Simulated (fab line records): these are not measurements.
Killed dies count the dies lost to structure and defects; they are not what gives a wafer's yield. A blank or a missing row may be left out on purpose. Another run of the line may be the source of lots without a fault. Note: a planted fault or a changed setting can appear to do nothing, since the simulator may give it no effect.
Chamber matching -- flow nand-harc -- NHARC_A_CONTACT_CMP_20 on cmp-03: 4 sister chambers
The step polishes, t overpolish 30 s, target thk 300 nm. 15 wafers are shown with their chamber, then 7 later ones without.

== WAFERS PAIRED WITH THEIR CHAMBERS ==
wafer,chamber,motor-current-A (A),time-to-endpoint-s (s),overpolish-run-s (s)
L540.1,1,13.0,62,29.995
L540.2,3,13.2,59,30.016
L540.5,0,12.7,59,30.012
L543.1,1,12.6,61,30.004
L543.2,3,12.8,57,30.005
L543.5,2,11.0,53,30.002
L542.4,0,12.6,61,30.019
L542.5,3,13.5,59,30.030
L542.6,0,12.9,60,30.000
L551.1,1,12.2,61,29.996
L551.6,1,11.8,64,30.011
L553.2,1,12.1,60,29.998
L553.6,1,12.3,59,30.005
L558.1,3,14.0,61,29.999
L558.5,1,12.4,62,29.993

SIGNATURES (means of the wafers above)
reading,chamber 0,chamber 1,chamber 2,chamber 3,scatter within a chamber
motor-current-A,12.733,12.343,11.000,13.375,0.392
time-to-endpoint-s,60.00,61.29,53.00,59.00,1.52
overpolish-run-s,30.01033,30.00029,30.00200,30.01250,0.00952
Rule: for a wafer and a chamber, the distance is found by dividing, reading by reading, the gap between the wafer's reading and the chamber's mean by the reading's scatter, squaring, summing and taking the root. If the next closest chamber is less than 2 further off than the closest, the wafer can't be placed; otherwise it belongs to the closest. The scatter: take each reading less its chamber's mean, square it, sum over the shown wafers, divide by the number of wafers less the number of chambers, and take the root.

== WAFERS MISSING THEIR CHAMBER ==
wafer,motor-current-A (A),time-to-endpoint-s (s),overpolish-run-s (s)
L558.6,12.6,60,30.018
L559.2,13.0,59,29.991
L559.3,12.4,60,30.012
L559.5,11.0,54,29.992
L560.3,12.2,61,30.001
L560.4,11.2,55,30.003
L560.5,12.4,60,30.005

== EACH ONE'S CHAMBER ==
wafer,from the rows above,in truth
L558.6,can't be placed: 0 or 1 or 3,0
L559.2,can't be placed: 0 or 3 or 1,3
L559.3,can't be placed: 0 or 1 or 3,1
L559.5,2,2
L560.3,can't be placed: 1 or 0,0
L560.4,2,2
L560.5,can't be placed: 1 or 0 or 3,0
2 of 7 placed correctly. Not placeable from these rows: 5 (in 5, the candidates include the true chamber). Placed wrongly: 0.
